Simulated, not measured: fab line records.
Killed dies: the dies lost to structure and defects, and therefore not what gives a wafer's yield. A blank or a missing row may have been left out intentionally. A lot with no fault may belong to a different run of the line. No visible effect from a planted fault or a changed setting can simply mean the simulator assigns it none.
Matching of chambers / flow nand harc / NHARC_P_BONDPAD_ACTIVATE_29 on rie diel-01 has 4 sister chambers
The step chemistry N2, time 60 s. 4 wafers are shown with their chamber, then 8 later ones without.

== WAFERS PAIRED WITH THEIR CHAMBERS ==
wafer=L690.2; chamber=1; drypump motor current A (A)=6.3
wafer=L695.2; chamber=3; drypump motor current A (A)=5.8
wafer=L695.3; chamber=2; drypump motor current A (A)=5.3
wafer=L696.2; chamber=0; drypump motor current A (A)=4.9

== WAFERS MISSING THEIR CHAMBER ==
wafer=L696.4; drypump motor current A (A)=6.3
wafer=L696.5; drypump motor current A (A)=5.3
wafer=L697.3; drypump motor current A (A)=5.3
wafer=L697.4; drypump motor current A (A)=6.4
wafer=L697.6; drypump motor current A (A)=5.8
wafer=L699.1; drypump motor current A (A)=6.3
wafer=L699.2; drypump motor current A (A)=5.3
wafer=L699.6; drypump motor current A (A)=5.8

== CHAMBER TAKEN BY EACH ==
wafer=L696.4; from the rows above=1; in truth=1
wafer=L696.5; from the rows above=2; in truth=2
wafer=L697.3; from the rows above=2; in truth=2
wafer=L697.4; from the rows above=1; in truth=1
wafer=L697.6; from the rows above=3; in truth=3
wafer=L699.1; from the rows above=1; in truth=1
wafer=L699.2; from the rows above=2; in truth=2
wafer=L699.6; from the rows above=3; in truth=3
Correctly placed: 8 of 8. Can't be placed from these rows: 0. 0 placed wrongly.
How it was worked out, from the rows above alone: a wafer's distance from a chamber is the root of the sum, over the readings, of the square of ((its reading less the chamber's mean) divided by the reading's scatter). If the next closest chamber is less than 2 further off than the closest, the wafer can't be placed; otherwise it belongs to the closest. The mean given for a chamber averages the wafers shown for that chamber. The scatter: root of mean squared gap, hidden wafer to nearest shown wafer, with one shown wafer a chamber.
